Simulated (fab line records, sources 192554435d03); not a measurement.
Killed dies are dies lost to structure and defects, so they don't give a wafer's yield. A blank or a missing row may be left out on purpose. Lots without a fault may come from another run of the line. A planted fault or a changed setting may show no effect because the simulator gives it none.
Which tool did it? | flow n5_finfet | 24 lots, 72 wafers sampled, at 2 steps of a route of 1938

WHAT THE GAUGES READ, wafer by wafer
N5_BEOL_M1_INSPECT_59: inspects for defects (darkfield). Usual: raw_defect_count 86, standard deviation 31.
lot  | measured     | on                | raw_defect_count | flag
L075 | day 7 06:57  | defect_inspect-01 | 62 52 69         |
L074 | day 7 07:38  | defect_inspect-01 | 78 64 105        |
L076 | day 7 09:44  | defect_inspect-01 | 73 71 72         |
L077 | day 7 12:40  | defect_inspect-02 | 62 59 46         |
L078 | day 7 13:19  | defect_inspect-02 | 99 54 55         |
L079 | day 7 18:37  | defect_inspect-02 | 126 103 93       |
L080 | day 8 07:20  | defect_inspect-01 | 66 66 98         |
L081 | day 8 12:55  | defect_inspect-01 | 68 75 68         |
L082 | day 8 18:51  | defect_inspect-01 | 76 121 100       |
L083 | day 9 01:19  | defect_inspect-02 | 54 59 49         |
L084 | day 9 08:46  | defect_inspect-02 | 48 55 41         |
L085 | day 9 18:24  | defect_inspect-02 | 91 135 152       |
L087 | day 9 20:56  | defect_inspect-02 | 154 126 75       |
L086 | day 9 21:35  | defect_inspect-02 | 68 83 72         |
L088 | day 10 00:36 | defect_inspect-02 | 66 67 47         |
L089 | day 10 04:58 | defect_inspect-01 | 78 58 92         |
L090 | day 10 11:07 | defect_inspect-01 | 54 55 81         |
L092 | day 10 18:46 | defect_inspect-02 | 87 116 93        |
L091 | day 10 22:20 | defect_inspect-01 | 103 99 87        |
L093 | day 11 04:17 | defect_inspect-01 | 73 111 44        |
L094 | day 11 11:07 | defect_inspect-01 | 96 104 95        |
L095 | day 11 16:00 | defect_inspect-01 | 53 70 70         |
L096 | day 12 05:22 | defect_inspect-02 | 117 62 92        |
L097 | day 12 11:46 | defect_inspect-02 | 149 165 143      |

WHICH TOOL RAN EACH LOT (tool, then ch and the chambers of the sampled wafers, then the start)
lot  | N5_BEOL_M1_ANNEAL_89
L075 | pvd_sputter-01, day 7 05:04
L074 | pvd_sputter-03, day 7 05:46
L076 | pvd_sputter-01, day 7 07:50
L077 | pvd_sputter-03, day 7 10:48
L078 | pvd_sputter-02, day 7 11:29
L079 | pvd_sputter-01, day 7 16:42
L080 | pvd_sputter-02, day 8 05:20
L081 | pvd_sputter-03, day 8 08:38
L082 | pvd_sputter-03, day 8 16:58
L083 | pvd_sputter-03, day 8 23:26
L084 | pvd_sputter-01, day 9 06:52
L085 | pvd_sputter-03, day 9 16:29
L087 | pvd_sputter-01, day 9 19:03
L086 | pvd_sputter-03, day 9 19:41
L088 | pvd_sputter-03, day 9 22:43
L089 | pvd_sputter-01, day 10 03:03
L090 | pvd_sputter-01, day 10 09:11
L092 | pvd_sputter-03, day 10 16:54
L091 | pvd_sputter-02, day 10 20:20
L093 | pvd_sputter-01, day 11 02:23
L094 | pvd_sputter-01, day 11 09:11
L095 | pvd_sputter-01, day 11 14:07
L096 | pvd_sputter-03, day 12 03:30
L097 | pvd_sputter-03, day 12 09:54
- N5_BEOL_M1_ANNEAL_89: time 240 s.

WHAT THE TOOLS THEMSELVES READ (means of the sampled wafers that have a number; where no wafer has one, the mark that the record gives instead)
N5_BEOL_M1_ANNEAL_89. Usual: heater_power_w 854 W, standard deviation 100.
lot  | tool           | heater_power_w (W) | flag
L075 | pvd_sputter-01 | 774                |
L074 | pvd_sputter-03 | 949                |
L076 | pvd_sputter-01 | 824                |
L077 | pvd_sputter-03 | 906                |
L078 | pvd_sputter-02 | 842                |
L079 | pvd_sputter-01 | 786                |
L080 | pvd_sputter-02 | 860                |
L081 | pvd_sputter-03 | 960                |
L082 | pvd_sputter-03 | 902                |
L083 | pvd_sputter-03 | 940                |
L084 | pvd_sputter-01 | 784                |
L085 | pvd_sputter-03 | 806                |
L087 | pvd_sputter-01 | 736                |
L086 | pvd_sputter-03 | 867                |
L088 | pvd_sputter-03 | 951                |
L089 | pvd_sputter-01 | 785                |
L090 | pvd_sputter-01 | 734                |
L092 | pvd_sputter-03 | 907                |
L091 | pvd_sputter-02 | 832                |
L093 | pvd_sputter-01 | 796                |
L094 | pvd_sputter-01 | 829                |
L095 | pvd_sputter-01 | 779                |
L096 | pvd_sputter-03 | 876                |
L097 | pvd_sputter-03 | 844                |

THE ANSWER, worked out from the rows above alone
Rule: a lot is off if the mean of its wafers that have a number lies more than 3 standard deviations from the usual mean. A lot without any number at a reading at which 4 lots or more have one is off too. The other lots that the step has rows for count as sound. The gauges are gone through in route order, then the tools' own readings, and for those a lot's mean is taken as printed above. The first step at which some lot is off is used, and at that step the reading that is off furthest; a lot without a number counts as furthest.
No lot is off at any reading shown: from this, nothing can be told.

WHAT THE SIMULATOR HAD PUT IN
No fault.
